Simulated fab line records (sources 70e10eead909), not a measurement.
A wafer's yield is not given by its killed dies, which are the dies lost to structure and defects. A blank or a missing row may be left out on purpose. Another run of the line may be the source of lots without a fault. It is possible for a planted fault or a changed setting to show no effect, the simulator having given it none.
Which tool was responsible?	flow nand harc	Sampling: 10 lots, 30 wafers, 4 of 1302 route steps

## WHAT THE GAUGES READ, wafer by wafer
NHARC_A_CHANNEL_HOLE_D1_CD_MEAS_30.
lot	measured	on	cd nm (nm)
L468	day 11 14:24	cd sem-03	0.9 -0.2 1.3
L470	day 11 18:32	cd sem-02	-0.1 -0.5 0.3
L471	day 12 08:16	cd sem-03	-0.3 -0.1 0.8
L474	day 13 07:32	cd sem-03	91.6 91.6 90.3
L476	day 13 20:04	cd sem-03	88.0 91.5 90.6
L477	day 14 09:29	cd sem-01	89.6 89.0 90.4
L478	day 15 01:50	cd sem-03	91.6 91.1 90.6
L481	day 15 22:50	cd sem-03	89.3 90.1 89.5
L482	day 16 20:00	cd sem-03	90.5 89.6 90.7
L484	day 17 04:22	cd sem-03	90.0 91.4 92.1

## WHICH TOOL RAN EACH LOT (tool, then ch and the chambers of the sampled wafers, then the start)
lot	NHARC_A_CHANNEL_HOLE_D1_ETCH_21	NHARC_A_CHANNEL_HOLE_D1_ETCH_25	NHARC_A_CHANNEL_HOLE_D1_ETCH_33
L468	har etch-02 ch 0,1, day 11 09:23	har etch-02 ch 0,1, day 11 11:54	har etch-02 ch 0,1, day 11 12:52
L470	har etch-02 ch 0,1, day 11 13:28	har etch-02 ch 0,1, day 11 15:55	har etch-02 ch 0,1, day 11 16:59
L471	har etch-02 ch 0,1, day 12 03:10	har etch-02 ch 0,1, day 12 05:38	har etch-02 ch 0,1, day 12 06:44
L474	har etch-02 ch 0, day 12 22:41	har etch-02 ch 0, day 13 03:38	har etch-02 ch 0, day 13 05:49
L476	har etch-02 ch 0,1, day 13 15:05	har etch-02 ch 0,1, day 13 17:43	har etch-02 ch 0,1, day 13 18:34
L477	har etch-01 ch 0,1, day 14 04:33	har etch-01 ch 0,1, day 14 07:09	har etch-01 ch 0,1, day 14 07:59
L478	har etch-02 ch 0,1, day 14 20:46	har etch-02 ch 0,1, day 14 23:14	har etch-02 ch 0,1, day 15 00:18
L481	har etch-02 ch 0,1, day 15 17:58	har etch-02 ch 0,1, day 15 20:40	har etch-02 ch 0,1, day 15 21:23
L482	har etch-02 ch 0,1, day 16 14:55	har etch-02 ch 0,1, day 16 17:23	har etch-02 ch 0,1, day 16 18:28
L484	har etch-02 ch 0,1, day 16 23:16	har etch-02 ch 0,1, day 17 01:44	har etch-02 ch 0,1, day 17 02:49
- NHARC_A_CHANNEL_HOLE_D1_ETCH_21: etches the open film in C4F8/O2/Ar, time 514.3 s, target depth 1600 nm.
- NHARC_A_CHANNEL_HOLE_D1_ETCH_25: etches the open film in C4F8/O2/Ar, time 1040.2 s, target depth 1500 nm.
- NHARC_A_CHANNEL_HOLE_D1_ETCH_33: etches the open film in C4F8/O2/Ar, time 90 s, target depth 400 nm.

## THE ANSWER, worked out from the rows above alone
Rule: what is usual is taken from the lots themselves. The widest of any qualifying gaps counts: lots, ordered by their means at a reading, are off when they make up no more than a third of the lots, leave a main group of 4 or more, and stand apart from it by 3 or more times the standard deviation of that group's means. A main group whose means are all the same, to the digits that the tables above print for the reading, isn't used. A lot without any number at a reading at which 4 lots or more have one is off too. Any other lot the step has rows for is counted as sound.
Off: L468, L470, L471 (NHARC_A_CHANNEL_HOLE_D1_CD_MEAS_30, cd nm). The main group: mean 90.4 nm, standard deviation 0.65.
A tool fits if, at a process step before that reading, it ran every lot that is off, and no sound lot after the first of them. The gauges at NHARC_A_CHANNEL_HOLE_D1_CD_MEAS_30 are tried like those tools. No candidate that was tried fits.

## WHAT THE SIMULATOR HAD INSERTED
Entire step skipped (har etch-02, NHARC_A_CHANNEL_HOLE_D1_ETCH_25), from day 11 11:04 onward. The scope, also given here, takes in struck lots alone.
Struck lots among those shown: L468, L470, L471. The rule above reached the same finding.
